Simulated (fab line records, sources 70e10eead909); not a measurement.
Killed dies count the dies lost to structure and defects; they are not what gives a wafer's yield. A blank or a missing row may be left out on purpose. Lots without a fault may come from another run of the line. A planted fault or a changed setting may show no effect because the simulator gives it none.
Matching of chambers	flow nand_harc	NHARC_A_SLIT_ETCH_29 on rie_diel-07: 4 sister chambers
The step etches the open film in CF4/O2, target depth 100 nm, overetch 10 nm, time 55 s. 4 wafers are shown with their chamber, then 6 later ones without.

== EACH WAFER AND ITS CHAMBER ==
wafer	chamber	oes_product_au (a.u.)
L268.4	2	0.991
L272.3	1	1.008
L272.5	0	1.005
L272.6	3	1.001

== WAFERS MISSING THEIR CHAMBER ==
wafer	oes_product_au (a.u.)
L271.1	1.009
L271.2	1.004
L271.3	0.980
L273.1	0.975
L273.3	1.014
L273.4	1.019

== WHICH CHAMBER EACH WENT THROUGH ==
wafer	from the rows above	in truth
L271.1	can't be placed: 1 or 0 or 3 or 2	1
L271.2	can't be placed: 0 or 3 or 1 or 2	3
L271.3	can't be placed: 2 or 3 or 0 or 1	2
L273.1	can't be placed: 2 or 3 or 0 or 1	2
L273.3	can't be placed: 1 or 0 or 3 or 2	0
L273.4	can't be placed: 1 or 0 or 3 or 2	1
Placed correctly: 0 of 6. Cannot be placed on the basis of these rows: 6; the candidates contain the true chamber in 6. Wrongly placed: 0.
How it was worked out, from the rows above alone: a wafer's distance from a chamber is the root of the sum, over the readings, of the square of ((its reading less the chamber's mean) divided by the reading's scatter). If the next closest chamber is less than 2 further off than the closest, the wafer can't be placed; otherwise it belongs to the closest. For every chamber, the mean is computed from those of its wafers that are shown. The scatter: root of mean squared gap, hidden wafer to nearest shown wafer, with one shown wafer a chamber.
